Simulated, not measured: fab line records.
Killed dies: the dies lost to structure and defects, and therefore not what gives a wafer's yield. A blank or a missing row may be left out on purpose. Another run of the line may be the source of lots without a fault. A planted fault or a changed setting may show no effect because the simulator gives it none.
2 desks, one fault -- flow n5_finfet -- what lay behind the numbers comes last; until then each desk has only its own

== METROLOGY DESK ==
Means of the sampled wafers that have a number, per lot and without regard to the tool the lot ran on: this is what the gauges read. The brackets show how far a lot's mean lies from the usual mean; more than 4 standard deviations puts the lot out of limits, marked OUT. It has 11 readings; the 7 that lie furthest out on some lot are the ones shown.
Columns: A = DIBL_N at N5_BEOL_M4_RC_MEAS_101, usual 35.9 mV/V; B = IOFF_N at N5_BEOL_M4_RC_MEAS_101, usual 0.152 nA/um; C = IOFF_P at N5_BEOL_M4_RC_MEAS_101, usual 0.204 nA/um; D = ION_P at N5_BEOL_M4_RC_MEAS_101, usual 462 uA/um; E = SS_P at N5_BEOL_M4_RC_MEAS_101, usual 73.2 mV/dec; F = VT_N at N5_BEOL_M4_RC_MEAS_101, usual 250.3 mV; G = VT_P at N5_BEOL_M4_RC_MEAS_101, usual -250.6 mV
lot,first seen here,A,B,C,D,E,F,G
L856,day 8 12:53,36.5,0.141,0.188,458,72.7,252.5,-252.3
L858,day 8 20:23,33.7,0.138,0.195,463,72.6,250.6,-250.3
L859,day 9 18:23,35.9,0.160,0.192,458,73.5,250.0,-253.1
L862,day 10 14:52,36.6,0.151,0.220,458,73.4,251.4,-250.0
L866,day 11 08:07,37.2,0.194,0.213,458,72.9,245.1,-252.4
L875,day 13 17:34,36.2,0.169,0.225,469,72.8,246.8,-248.2
L877,day 14 01:35,35.1,0.133,0.171,455,73.3,253.8,-255.0
L878,day 14 19:56,39.0,0.194,0.253,461,74.3,248.7,-248.9
L879,day 14 22:47,35.5,0.137,0.225,471,73.0,251.2,-246.5
This desk's finding: nothing out of limits on any of the 9 lots.

== DESK OF THE TOOL OWNER: rie_diel-05 ==
The tool's own readings at N5_PASSIVATION_ETCH_54 (etches SiO2 in CHF3/O2, target depth 880 nm, time 440 s): means of the sampled wafers that have a number, for each lot that ran on this tool. The brackets show how far a lot's mean lies from the usual mean; more than 4 standard deviations puts the lot out of limits, marked OUT. It has 8 readings; the 7 that lie furthest out on some lot are the ones shown.
Columns: A = CHF3_flow_sccm at N5_PASSIVATION_ETCH_54, usual 50.00 sccm; B = mfc_ar_sccm at N5_PASSIVATION_ETCH_54, usual 199.9 sccm; C = oes_f_703_au at N5_PASSIVATION_ETCH_54, usual 0.80 a.u.; D = oes_product_au at N5_PASSIVATION_ETCH_54, usual 0.80 a.u.; E = rf_vpp_V at N5_PASSIVATION_ETCH_54, usual 526 V; F = showerhead_plenum_p_Torr at N5_PASSIVATION_ETCH_54, usual 2.44 Torr; G = throttle_valve_pct at N5_PASSIVATION_ETCH_54, usual 18.72 %
lot,first seen here,A,B,C,D,E,F,G
L856,day 13 00:38,49.97,200.1,0.80,0.79,526,2.39,18.75
L858,day 13 11:41,49.83,199.8,0.79,0.79,525,2.38,18.75
L866,day 15 22:40,50.10,200.5,0.77,0.76,530,2.50,18.73
L877,day 18 15:28,49.91,199.9,0.75,0.74,524,2.37,18.84
L878,day 19 05:55,50.00,199.6,0.77,0.76,525,2.39,18.88
This desk's finding: nothing out of limits on any of the 5 lots.

== PUT TOGETHER ==
At the metrology desk, nothing out of limits was observed.
The desk of the tool owner found nothing out of limits.

== WHAT THE SIMULATOR PUT IN ==
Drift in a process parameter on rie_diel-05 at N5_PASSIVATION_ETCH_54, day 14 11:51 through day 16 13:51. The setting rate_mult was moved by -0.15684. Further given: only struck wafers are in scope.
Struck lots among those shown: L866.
